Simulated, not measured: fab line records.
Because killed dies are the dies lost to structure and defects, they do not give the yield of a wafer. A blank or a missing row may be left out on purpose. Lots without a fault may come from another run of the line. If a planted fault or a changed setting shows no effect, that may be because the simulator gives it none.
fab line records | flow n5-finfet
[record] lots = 7 wafers = 21
route steps=1938 shown BEOL_M2@858 BEOL_M3@958 BEOL_M4@1026 BEOL_M5@1115 BEOL_M6@1224
start-h: start of the lot's first displayed wafer, in hours after the record's first day | wait-h: hours from the lot's prior step to this one | " the same as in the row above | L1.1+2: a row that stands for several wafers | - value missing, or start not given | * or withheld: withheld | < > ~ a bound
route shown NAME@n: a module of which the file shows steps, and the number in the route of the first | usual: mean/standard deviation of fault-free wafers | same: alike in all rows | chamber/n: place in a boat | sites: per-site readings | _std_site: their standard deviation | _edge_site: the outer-site mean with the inner-site mean subtracted | radius-mm: for every site, how far away it sits from the centre of the wafer | mask NAME#n: copy n | behind: the most recent tool/chamber to have shaped the wafer | hold: why the lot went on hold/how many hours it stayed there/how the hold came to an end | device: whichever transistor did not switch (one of n, p or np) | end of line: tests run on the same wafers once the route is complete | where a step has no rows: the recipe by itself | killed: count of dies lost to structure and defects at first sort (not the wafer's yield) | map: the dies of a wafer, with x for killed, . for not killed, _ for no die there
set.NAME: the setting the step ran with; set.NAME@STEP: the setting that earlier step ran with | model.NAME: the simulator's own value behind a step, which no gauge read
lots where settings were altered on purpose, with a table for each step and a row for each wafer
[[steps]]
[step N5_BEOL_M2_ETCH_74]
[recipe] chemistry = N2/H2 target = underlayer target-depth-a = 65 mask-material = CAR-EUV time-s = 5.2 ion-energy-ev = 200 pressure-mtorr = 30 source-w = 840 bias-w = 150 n2-flow-sccm = 200 h2-flow-sccm = 200 ends = cleared
[usual] etch-rf-on-time-s = 5.19/0.11 rf-vpp-V = 525.1/1.9
// columns lot.wafer tool chamber start-h wait-h set.source-w etch-rf-on-time-s rf-vpp-V
L074.3 rie-diel-06 2 139.10 0.0 840 5.16 524.8
L074.4 " 3 " " 840 5.13 528.4
L074.6 " 2 " " 840 5.18 525.5
L075.2 rie-diel-05 0 139.16 0.0 961.2 4.41 501.3
L075.3 " 1 " " 840 5.03 526.3
L075.5 " 3 " " 840 5.15 524.8
L086.2 rie-diel-05 3 204.80 0.0 840 5.23 527.0
L086.5 " 0 " " 840 4.93 522.1
L086.6 " 3 " " 887.5 4.99 518.5
L088.1 rie-diel-02 3 218.93 0.0 840 5.20 523.7
L088.3 " 1 " " 840 5.21 522.3
L088.5 " 1 " " 840 5.24 523.3
L089.1 rie-diel-02 3 224.19 0.0 782 5.48 535.6
L089.3 " 2 " " 840 5.30 525.0
L089.4 " 0 " " 782 5.46 542.0
L092.1 rie-diel-02 1 242.92 0.0 840 5.27 521.4
L092.4 " 0 " " 840 5.21 527.4
L092.6 " 1 " " 840 5.27 523.3
L097.1 rie-diel-06 0 265.52 0.0 840 5.31 521.8
L097.3 " 2 " " 771.1 5.75 539.2
L097.4 " 1 " " 771.1 5.55 542.0
[step N5_BEOL_M3_COAT_68]
[recipe] resist = SiARC temp-c = 220 time-s = 60 spin-rpm = 1500 resist-thk-nm = 12
// columns lot.wafer tool chamber start-h wait-h set.spin-rpm model.SiARC_of_BEOL_M3_COAT_68.thk-nm
L074.3+6 litho-track-03 0 - - 1545 11.8
L074.4 " 0 " " 1500 12
L075.2+5 litho-track-05 0 - - 1500 12
L075.3 " 0 " " 1555 11.8
L086.2+6 litho-track-02 0 - - 1500 12
L086.5 " 0 " " 1647 11.4
L088.1+3 litho-track-03 0 - - 1415 12.4
L088.5 " 0 " " 1500 12
L089.1+3+4 litho-track-05 0 - - 1500 12
L092.1+4+6 litho-track-05 0 - - 1500 12
L097.1+4 litho-track-05 0 - - 1355 12.6
L097.3 " 0 " " 1500 12
[step N5_BEOL_M3_ETCH_77]
[recipe] chemistry = N2/H2 target = underlayer target-depth-a = 65 mask-material = CAR-EUV time-s = 5.2 ion-energy-ev = 200 pressure-mtorr = 30 source-w = 840 bias-w = 150 n2-flow-sccm = 200 h2-flow-sccm = 200 ends = cleared
// columns lot.wafer tool chamber start-h wait-h set.h2-flow-sccm
L074.3 rie-diel-03 0 147.68 0.0 200
L074.4+6 " 2,3 " " 196.1
L075.2+3+5 rie-diel-03 2,3,3 148.76 0.0 200
L086.2+5+6 rie-diel-01 0,0,3 219.58 0.0 200
L088.1+5 rie-diel-04 3 227.21 0.0 200
L088.3 " 0 " " 209.2
L089.1+3 rie-diel-01 3,0 234.06 0.0 188.4
L089.4 " 2 " " 200
L092.1+4+6 rie-diel-03 2,3,3 258.43 0.0 200
L097.1+3+4 rie-diel-01 1,3,2 281.13 0.0 200
[step N5_BEOL_M3_ETCH_69]
[recipe] chemistry = CF4 target = SiARC target-depth-a = 156 mask-material = CAR-EUV time-s = 26 ion-energy-ev = 80 pressure-mtorr = 40 source-w = 545 bias-w = 36 Ar_flow_sccm = 100 cf4-flow-sccm = 100 ends = cleared
// columns lot.wafer tool chamber start-h wait-h set.spin-rpm@BEOL_M3_COAT_68 model.etch.depth-nm
L074.3 rie-diel-03 0 147.70 0.0 1545 11.84
L074.4 " 2 " " 1500 11.99
L074.6 " 3 " " 1545 11.83
L075.2 rie-diel-03 2 148.78 0.0 1500 11.96
L075.3 " 3 " " 1555 11.78
L075.5 " 3 " " 1500 11.98
L086.2 rie-diel-01 0 219.59 0.0 1500 12
L086.5 " 0 " " 1647 11.46
L086.6 " 3 " " 1500 12.05
L088.1 rie-diel-04 3 227.23 0.0 1415 12.35
L088.3 " 0 " " 1415 12.36
L088.5 " 3 " " 1500 12.03
L089.1 rie-diel-01 3 234.08 0.0 1500 11.98
L089.3 " 0 " " 1500 12
L089.4 " 2 " " 1500 11.99
L092.1 rie-diel-03 2 258.44 0.0 1500 11.96
L092.4 " 3 " " 1500 11.97
L092.6 " 3 " " 1500 12.01
L097.1 rie-diel-01 1 281.14 0.0 1355 12.61
L097.3 " 3 " " 1500 11.96
L097.4 " 2 " " 1355 12.54
[step N5_BEOL_M4_COAT_62]
[recipe] resist = SiARC temp-c = 220 time-s = 60 spin-rpm = 1500 resist-thk-nm = 12
// columns lot.wafer tool chamber start-h wait-h set.spin-rpm model.SiARC_of_BEOL_M4_COAT_62.thk-nm
L074.3 litho-track-03 0 - - 1500 12
L074.4+6 " 0 " " 1432 12.4
L075.2+3 litho-track-04 0 - - 1347 12.6
L075.5 " 0 " " 1500 12
L086.2 litho-track-04 0 - - 1647 11.6
L086.5 " 0 " " 1647 11.4
L086.6 " 0 " " 1500 12
L088.1+5 litho-track-03 0 - - 1500 12
L088.3 " 0 " " 1654 11.4
L089.1 litho-track-04 0 - - 1500 12
L089.3+4 " 0 " " 1663 11.4
L092.1+4+6 litho-track-01 0 - - 1500 12
L097.1+3+4 litho-track-01 0 - - 1500 12
[step N5_BEOL_M4_COAT_73]
[recipe] resist = underlayer temp-c = 205 time-s = 60 spin-rpm = 1500 resist-thk-nm = 5
[step N5_BEOL_M4_COAT_05]
[recipe] resist = CAR-EUV spin-rpm = 1500 resist-thk-nm = 30
[step N5_BEOL_M4_DESCUM_16]
[recipe] chemistry = O2 time-s = 7 source-power-w = 50 bias-power-w = 20 pressure-mtorr = 20 rf-frequency-hz = 2.712e+07 temp-c = 40 resist = CAR-EUV o2-flow-sccm = 225
[step N5_BEOL_M4_ETCH_74]
[recipe] chemistry = N2/H2 target = underlayer target-depth-a = 65 mask-material = CAR-EUV time-s = 5.2 ion-energy-ev = 200 pressure-mtorr = 30 source-w = 840 bias-w = 150 n2-flow-sccm = 200 h2-flow-sccm = 200 ends = cleared
[step N5_BEOL_M4_ETCH_63]
[recipe] chemistry = CF4 target = SiARC target-depth-a = 156 mask-material = CAR-EUV time-s = 26 ion-energy-ev = 80 pressure-mtorr = 40 source-w = 545 bias-w = 36 Ar_flow_sccm = 100 cf4-flow-sccm = 100 ends = cleared
// columns lot.wafer tool chamber start-h wait-h set.spin-rpm@BEOL_M4_COAT_62 model.etch.depth-nm
L074.3 rie-diel-02 2 155.22 0.0 1500 12.03
L074.4 " 0 " " 1432 12.3
L074.6 " 1 " " 1432 12.31
L075.2 rie-diel-02 1 155.46 0.0 1347 12.66
L075.3 " 3 " " 1347 12.64
L075.5 " 2 " " 1500 11.98
L086.2 rie-diel-02 2 226.08 0.0 1647 11.5
L086.5 " 3 " " 1647 11.49
L086.6 " 2 " " 1500 12.04
L088.1 rie-diel-05 0 240.29 0.0 1500 11.96
L088.3 " 3 " " 1654 11.39
L088.5 " 3 " " 1500 12
L089.1 rie-diel-06 3 242.96 0.0 1500 12.02
L089.3+4 " 0,2 " " 1663 11.41
L092.1 rie-diel-06 2 265.09 0.0 1500 12.01
L092.4 " 0 " " 1500 12.03
L092.6 " 2 " " 1500 11.97
L097.1 rie-diel-06 2 288.98 0.0 1500 11.99
L097.3 " 0 " " 1500 12.01
L097.4 " 3 " " 1500 11.98
[step N5_BEOL_M4_TRENCH_ETCH_37]
[recipe] chemistry = C4F6/O2 target-depth-a = 555.55 target = SiOC time-s = 29.2 ion-energy-ev = 250 pressure-mtorr = 30 source-w = 355 bias-w = 185 Ar_flow_sccm = 300 C4F6_flow_sccm = 10 O2_flow_sccm = 10
// columns lot.wafer tool chamber start-h wait-h set.source-w model.etch.depth-nm model.BEOL_M4.feature-depth-nm
L074.3 rie-diel-06 2 - - 306.1 51.71 51.8
L074.4 " 0 " " 306.1 51.83 51.8
L074.6 " 2 " " 355 55.49 55.4
L075.2 rie-diel-06 3 - - 334.4 54.75 54.8
L075.3 " 0 " " 334.4 53.58 53.6
L075.5 " 3 " " 355 56.31 56.4
L086.2 rie-diel-02 0 - - 355 56.53 56.6
L086.5 " 1 " " 304.2 52.92 53
L086.6 " 0 " " 304.2 53.18 53.2
L088.1 rie-diel-02 0 - - 355 54.61 54.6
L088.3 " 3 " " 393.8 56.36 56.4
L088.5 " 1 " " 355 54.58 54.6
L089.1 rie-diel-05 0 - - 355 57.11 57.2
L089.3 " 2 " " 355 54.88 54.8
L089.4 " 1 " " 355 55.71 55.8
L092.1 rie-diel-02 2 - - 355 54.21 54.2
L092.4 " 3 " " 355 55.19 55.2
L092.6 " 0 " " 355 55.73 55.8
L097.1 rie-diel-02 0 - - 355 54.67 54.6
L097.3 " 1 " " 355 55.65 55.6
L097.4 " 3 " " 336.1 53.43 53.4
[step N5_BEOL_M4_ETCH_41]
[recipe] chemistry = CH3F/O2 target = SiCN target-depth-a = 299 taper-deg = 2 time-s = 52.5 ion-energy-ev = 120 mask-material = TiN pressure-mtorr = 30 source-w = 395 bias-w = 75 Ar_flow_sccm = 150 CH3F_flow_sccm = 30 O2_flow_sccm = 20
[step N5_BEOL_M4_STRIP_97]
[recipe] chemistry = N2/H2 time-s = 10 power-w = 450 temp-c = 40 pressure-mtorr = 20 rf-frequency-hz = 6e+07 bias-power-w = 7 n2-flow-sccm = 200 h2-flow-sccm = 200
[step N5_BEOL_M4_OCD_MEAS_38]
[usual] trench-depth-nm = 55.4/0.93
// columns lot.wafer tool chamber start-h wait-h set.source-w@BEOL_M4_TRENCH_ETCH_37 trench-depth-nm
L074.3 ocd-02 - 161.51 - 306.1 51.6
L074.4 " - " " 306.1 51.9
L074.6 " - " " 355 55.1
L075.2 ocd-01 - 161.87 - 334.4 54.9
L075.3 " - " " 334.4 53.8
L075.5 " - " " 355 56.0
L086.2 ocd-01 - 228.80 - 355 57.1
L086.5 " - " " 304.2 52.5
L086.6 " - " " 304.2 53.0
L088.1 ocd-02 - 250.56 - 355 54.5
L088.3 " - " " 393.8 56.1
L088.5 " - " " 355 54.5
L089.1 ocd-02 - 253.25 - 355 56.8
L089.3 " - " " 355 55.5
L089.4 " - " " 355 55.4
L092.1 ocd-01 - 272.97 - 355 54.1
L092.4 " - " " 355 55.1
L092.6 " - " " 355 56.0
L097.1 ocd-02 - 299.71 - 355 54.8
L097.3 " - " " 355 55.6
L097.4 " - " " 336.1 54.0
[step N5_BEOL_M5_PECVD_70]
[recipe] material = SiO2 target-thk-a = 160 temp-c = 400 precursor = TEOS/O2 pressure-torr = 5.5 rf-w = 450 teos-flow-sccm = 53.8 gas = O2 flow-sccm = 3000 time-s = 18
// columns lot.wafer tool chamber start-h wait-h set.temp-c model.SiO2_of_BEOL_M5_PECVD_70.thk-nm
L074.3+6 pecvd-02 0,1 166.87 0.0 400 15.6
L074.4 " 2 " " 400 16
L075.2 pecvd-02 1 168.09 0.0 400 16
L075.3 " 2 " " 400 16.2
L075.5 " 2 " " 412.8 14.8
L086.2 pecvd-02 1 235.15 0.0 400 16
L086.5 " 2 " " 393.8 17.4
L086.6 " 0 " " 393.8 17
L088.1+5 pecvd-04 2,1 255.81 0.0 400 16
L088.3 " 1 " " 413.8 14.2
L089.1 pecvd-03 1 258.91 0.0 417.8 13.8
L089.3 " 2 " " 400 15.8
L089.4 " 2 " " 400 15.6
L092.1 pecvd-03 0 278.61 0.0 400 15.8
L092.4 " 1 " " 400 15.6
L092.6 " 2 " " 400 16
L097.1+3 pecvd-04 0,1 305.34 0.0 400 15.8
L097.4 " 0 " " 400 16.2
[step N5_BEOL_M5_HM_DEP_02]
[recipe] material = TiN target-thk-a = 200 temp-c = 25 chamber-pressure-pa = 0.49996
// columns lot.wafer tool chamber start-h wait-h set.target-thk-a model.TiN_of_BEOL_M5_HM_DEP_02.thk-nm
L074.3+4+6 pvd-sputter-03 - 167.81 0.9 200 19.6
L075.2+3+5 pvd-sputter-01 - 168.48 0.4 200 20.4
L086.2 pvd-sputter-02 - 236.14 1.0 200 19.8
L086.5 " - " " 218.8 21.8
L086.6 " - " " 200 20
L088.1+3 pvd-sputter-02 - 256.76 0.9 176.1 17.4
L088.5 " - " " 200 19.8
L089.1 pvd-sputter-01 - 260.25 1.3 200 20
L089.3 " - " " 200 19.8
L089.4 " - " " 180 17.6
L092.1 pvd-sputter-02 - 279.47 0.8 200 19.6
L092.4 " - " " 200 20
L092.6 " - " " 200 20.2
L097.1+3 pvd-sputter-01 - 305.41 0.1 200 19.8
L097.4 " - " " 200 19.6
[step N5_BEOL_M5_COAT_59]
[recipe] resist = SOC temp-c = 250 time-s = 60 spin-rpm = 1500 resist-thk-nm = 60
[step N5_BEOL_M5_COAT_60]
[recipe] resist = SiARC temp-c = 220 time-s = 60 spin-rpm = 1500 resist-thk-nm = 12
[step N5_BEOL_M5_STRIP_73]
[recipe] chemistry = N2/H2 temp-c = 40 n2-flow-sccm = 200 h2-flow-sccm = 200 rf-frequency-hz = 6e+07
[step N5_BEOL_M5_STRIP_64]
[recipe] chemistry = CF4 resist = SiARC power-w = 300 bias-power-w = 75 pressure-mtorr = 50 cf4-flow-sccm = 150 rf-frequency-hz = 6e+07
[step N5_BEOL_M5_HM_OPEN_17]
[recipe] chemistry = Cl2/BCl3 target-depth-a = 200 overetch-a = 60 target = TiN mask-material = SOC ion-energy-ev = 150 pressure-mtorr = 10 icp-w = 1000 bias-w = 126 Cl2_flow_sccm = 53.25 bcl3-flow-sccm = 21.75 Ar_flow_sccm = 25
// columns lot.wafer tool chamber start-h wait-h set.target-thk-a@BEOL_M5_HM_DEP_02 model.etch.depth-nm
L074.3 rie-metal-03 1 168.73 0.1 200 19.61
L074.4 " 0 " " 200 19.65
L074.6 " 1 " " 200 19.55
L075.2 rie-metal-01 0 169.37 0.0 200 20.34
L075.3 " 0 " " 200 20.38
L075.5 " 1 " " 200 20.42
L086.2 rie-metal-03 0 236.90 0.0 200 19.71
L086.5 " 1 " " 218.8 21.9
L086.6 " 0 " " 200 19.97
L088.1 rie-metal-03 0 261.14 0.0 176.1 17.43
L088.3 " 0 " " 176.1 17.44
L088.5 " 1 " " 200 19.73
L089.1 rie-metal-02 1 261.33 0.0 200 19.91
L089.3 " 1 " " 200 19.86
L089.4 " 0 " " 180 17.63
L092.1 rie-metal-02 0 280.23 0.0 200 19.7
L092.4 " 0 " " 200 19.99
L092.6 " 0 " " 200 20.2
L097.1 rie-metal-02 1 306.26 0.0 200 19.83
L097.3 " 1 " " 200 19.7
L097.4 " 0 " " 200 19.58
[step N5_BEOL_M5_STRIP_19]
[recipe] chemistry = O2 power-w = 400 temp-c = 40 pressure-mtorr = 30 rf-frequency-hz = 6e+07 bias-power-w = 0 overash-fraction = 0.2 o2-flow-sccm = 225
[step N5_BEOL_M5_STRIP_85]
[recipe] chemistry = C4F6/O2 resist = SiARC rf-frequency-hz = 6e+07
[step N5_BEOL_M5_STRIP_36]
[recipe] chemistry = N2/H2 power-w = 450 temp-c = 40 pressure-mtorr = 20 rf-frequency-hz = 6e+07 overash-fraction = 0.3 bias-power-w = 7 h2-frac = 0.5 n2-flow-sccm = 200 h2-flow-sccm = 200
[step N5_BEOL_M5_TRENCH_ETCH_37]
[recipe] chemistry = C4F6/O2 target-depth-a = 716.52 target = SiCOH_lowk time-s = 24.7 ion-energy-ev = 250 pressure-mtorr = 30 source-w = 345 bias-w = 185 Ar_flow_sccm = 300 C4F6_flow_sccm = 10 O2_flow_sccm = 10
// columns lot.wafer tool chamber start-h wait-h set.target-thk-a@BEOL_M5_HM_DEP_02 model.TiN_of_BEOL_M5_HM_DEP_02.thk-nm
L074.3+4 rie-diel-01 0,3 - - 200 17.6
L074.6 " 1 " " 200 17.4
L075.2+3 rie-diel-03 1,3 - - 200 18.2
L075.5 " 3 " " 200 18.4
L086.2 rie-diel-01 1 - - 200 17.6
L086.5 " 2 " " 218.8 19.8
L086.6 " 3 " " 200 18
L088.1+3 rie-diel-04 1,0 - - 176.1 15.2
L088.5 " 3 " " 200 17.6
L089.1+3 rie-diel-01 2,1 - - 200 17.8
L089.4 " 0 " " 180 15.4
L092.1 rie-diel-04 1 - - 200 17.6
L092.4+6 " 2,1 " " 200 18
L097.1 rie-diel-03 3 - - 200 17.8
L097.3 " 0 " " 200 17.6
L097.4 " 0 " " 200 17.4
[step N5_BEOL_M6_EXPOSE_25]
[recipe] mask-id = V5 na = 0.33 source-shape = annular sigma-inner = 0.4 sigma-outer = 0.8 polarization = unpolarized target-cd-nm = 40 dose-mj = 45
// columns lot.wafer tool chamber start-h wait-h mask set.dose-mj
L075.2+3+5 euv-scanner-02 0 181.14 - V5#0 46.95
L074.3+4+6 euv-scanner-02 0 181.19 - V5#0 45
L086.2+5 euv-scanner-02 0 248.45 - V5#0 43.99
L086.6 " 0 " " V5#0 45
L088.1+5 euv-scanner-01 0 275.44 - V5#0 43.96
L088.3 " 0 " " V5#0 45
L089.1+4 euv-scanner-01 0 275.49 - V5#0 48.35
L089.3 " 0 " " V5#0 45
L092.1+4+6 euv-scanner-01 0 293.60 - V5#0 45
L097.1+3+4 euv-scanner-01 0 320.24 - V5#0 46.46
[step N5_BEOL_M6_PEB_26]
[recipe] peb-temp-c = 100 peb-time-s = 60 resist = CAR-EUV
[step N5_BEOL_M6_DEVELOP_27]
[recipe] develop-time-s = 30 developer = TMAH resist = CAR-EUV rinse-liquid = surfactant-rinse dry = air-spin dev-temp-c = 23
[step N5_BEOL_M6_CD_MEAS_28]
[recipe] target-cd-nm = 40 landing-energy-ev = 500 detector = se-inlens
[usual] cd-nm = 39.96/0.24
// columns lot.wafer tool chamber start-h wait-h set.dose-mj@BEOL_M6_EXPOSE_25 cd-nm
L075.2 cd-sem-01 0 181.27 - 46.95 41.17
L075.3 " 0 " " 46.95 41.43
L075.5 " 0 " " 46.95 40.98
L074.3 cd-sem-02 0 181.32 - 45 39.68
L074.4 " 0 " " 45 39.97
L074.6 " 0 " " 45 40.35
L086.2 cd-sem-01 0 248.58 - 43.99 39.49
L086.5 " 0 " " 43.99 39.09
L086.6 " 0 " " 45 39.80
L088.1 cd-sem-02 0 275.58 - 43.96 39.53
L088.3 " 0 " " 45 39.91
L088.5 " 0 " " 43.96 39.54
L089.1 cd-sem-03 0 275.62 - 48.35 41.66
L089.3 " 0 " " 45 40.14
L089.4 " 0 " " 48.35 41.95
L092.1 cd-sem-03 0 293.73 - 45 39.86
L092.4 " 0 " " 45 40.12
L092.6 " 0 " " 45 39.71
L097.1 cd-sem-02 0 320.37 - 46.46 40.76
L097.3 " 0 " " 46.46 40.50
L097.4 " 0 " " 46.46 40.69
[step N5_BEOL_M6_DESCUM_33]
[recipe] chemistry = O2 time-s = 7 source-power-w = 50 bias-power-w = 20 pressure-mtorr = 20 rf-frequency-hz = 2.712e+07 temp-c = 40 resist = CAR-EUV o2-flow-sccm = 225
// columns lot.wafer tool chamber start-h wait-h set.dose-mj@BEOL_M6_EXPOSE_25 model.BEOL_M6.cd-nm
L075.2+5 rie-diel-06 0 181.47 0.1 46.95 41.2
L075.3 " 1 " " 46.95 41
L074.3+6 rie-diel-06 3,0 181.86 0.5 45 40
L074.4 " 2 " " 45 40.2
L086.2+5 rie-diel-06 3,1 249.04 0.4 43.99 39.2
L086.6 " 0 " " 45 39.8
L088.1 rie-diel-06 0 275.70 0.0 43.96 39.4
L088.3 " 1 " " 45 40
L088.5 " 2 " " 43.96 39.6
L089.1 rie-diel-02 0 275.87 0.2 48.35 42
L089.3 " 1 " " 45 40
L089.4 " 3 " " 48.35 41.8
L092.1+4 rie-diel-06 3,1 293.88 0.1 45 40
L092.6 " 3 " " 45 40.2
L097.1+4 rie-diel-05 0,3 320.68 0.2 46.46 40.6
L097.3 " 1 " " 46.46 40.4
[step N5_BEOL_M6_ETCH_72]
[recipe] chemistry = N2/H2 target = underlayer target-depth-a = 65 mask-material = CAR-EUV time-s = 5.2 ion-energy-ev = 200 pressure-mtorr = 30 source-w = 840 bias-w = 150 n2-flow-sccm = 200 h2-flow-sccm = 200 ends = cleared
// columns lot.wafer tool chamber start-h wait-h set.dose-mj@BEOL_M6_EXPOSE_25 model.BEOL_M6.cd-nm
L075.2+3+5 rie-diel-06 0,1,0 181.50 0.0 46.95 41.2
L074.3+6 rie-diel-06 3,0 181.90 0.0 45 39.8
L074.4 " 2 " " 45 40.2
L086.2 rie-diel-06 3 249.08 0.0 43.99 39.2
L086.5 " 1 " " 43.99 39.4
L086.6 " 0 " " 45 39.8
L088.1 rie-diel-06 0 275.74 0.0 43.96 39.4
L088.3 " 1 " " 45 40
L088.5 " 2 " " 43.96 39.6
L089.1 rie-diel-02 0 275.90 0.0 48.35 42
L089.3 " 1 " " 45 40
L089.4 " 3 " " 48.35 41.6
L092.1+4 rie-diel-06 3,1 293.91 0.0 45 40
L092.6 " 3 " " 45 40.2
L097.1+4 rie-diel-05 0,3 320.71 0.0 46.46 40.6
L097.3 " 1 " " 46.46 40.4
[[key]]
[split] step = N5_BEOL_M2_ETCH_74 setting = source-w stated = 840 by = wafer
[response] step = N5_BEOL_M2_ETCH_74 reading = etch-rf-on-time-s change = * per = 1% r = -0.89
[response] step = N5_BEOL_M2_ETCH_74 reading = rf-vpp-V change = -1.79 per = 1% r = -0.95
[split] step = N5_BEOL_M3_COAT_68 setting = spin-rpm stated = 1500 by = wafer
[response] step = N5_BEOL_M3_COAT_68 reading = model.SiARC_of_BEOL_M3_COAT_68.thk-nm change = -0.0626 per = 1% r = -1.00
[response] step = N5_BEOL_M3_ETCH_69 reading = model.etch.depth-nm change = -0.0593 per = 1% r = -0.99
[split] step = N5_BEOL_M3_ETCH_77 setting = h2-flow-sccm stated = 200 by = wafer
response none clear
[split] step = N5_BEOL_M4_COAT_62 setting = spin-rpm stated = 1500 by = wafer
[response] step = N5_BEOL_M4_COAT_62 reading = model.SiARC_of_BEOL_M4_COAT_62.thk-nm change = -0.0574 per = 1% r = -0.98
[response] step = N5_BEOL_M4_ETCH_63 reading = model.etch.depth-nm change = -0.0587 per = 1% r = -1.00
[split] step = N5_BEOL_M4_TRENCH_ETCH_37 setting = source-w stated = 355 by = wafer
[response] step = N5_BEOL_M4_TRENCH_ETCH_37 reading = model.etch.depth-nm change = +0.247 per = 1% r = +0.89
[response] step = N5_BEOL_M4_TRENCH_ETCH_37 reading = model.BEOL_M4.feature-depth-nm change = +0.245 per = 1% r = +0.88
[response] step = N5_BEOL_M4_OCD_MEAS_38 reading = trench-depth-nm change = +0.247 per = 1% r = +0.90
[split] step = N5_BEOL_M5_PECVD_70 setting = temp-c stated = 400 by = wafer
[response] step = N5_BEOL_M5_PECVD_70 reading = model.SiO2_of_BEOL_M5_PECVD_70.thk-nm change = -0.466 per = 1% r = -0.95
[split] step = N5_BEOL_M5_HM_DEP_02 setting = target-thk-a stated = 200 by = wafer
[response] step = N5_BEOL_M5_HM_DEP_02 reading = model.TiN_of_BEOL_M5_HM_DEP_02.thk-nm change = +0.21 per = 1% r = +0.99
[response] step = N5_BEOL_M5_HM_OPEN_17 reading = model.etch.depth-nm change = +0.209 per = 1% r = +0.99
[response] step = N5_BEOL_M5_TRENCH_ETCH_37 reading = model.TiN_of_BEOL_M5_HM_DEP_02.thk-nm change = +0.216 per = 1% r = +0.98
[split] step = N5_BEOL_M6_EXPOSE_25 setting = dose-mj stated = 45 by = wafer
[response] step = N5_BEOL_M6_CD_MEAS_28 reading = cd-nm change = +0.218 per = 1% r = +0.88
[response] step = N5_BEOL_M6_DESCUM_33 reading = model.BEOL_M6.cd-nm change = +0.253 per = 1% r = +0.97
[response] step = N5_BEOL_M6_ETCH_72 reading = model.BEOL_M6.cd-nm change = +0.238 per = 1% r = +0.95
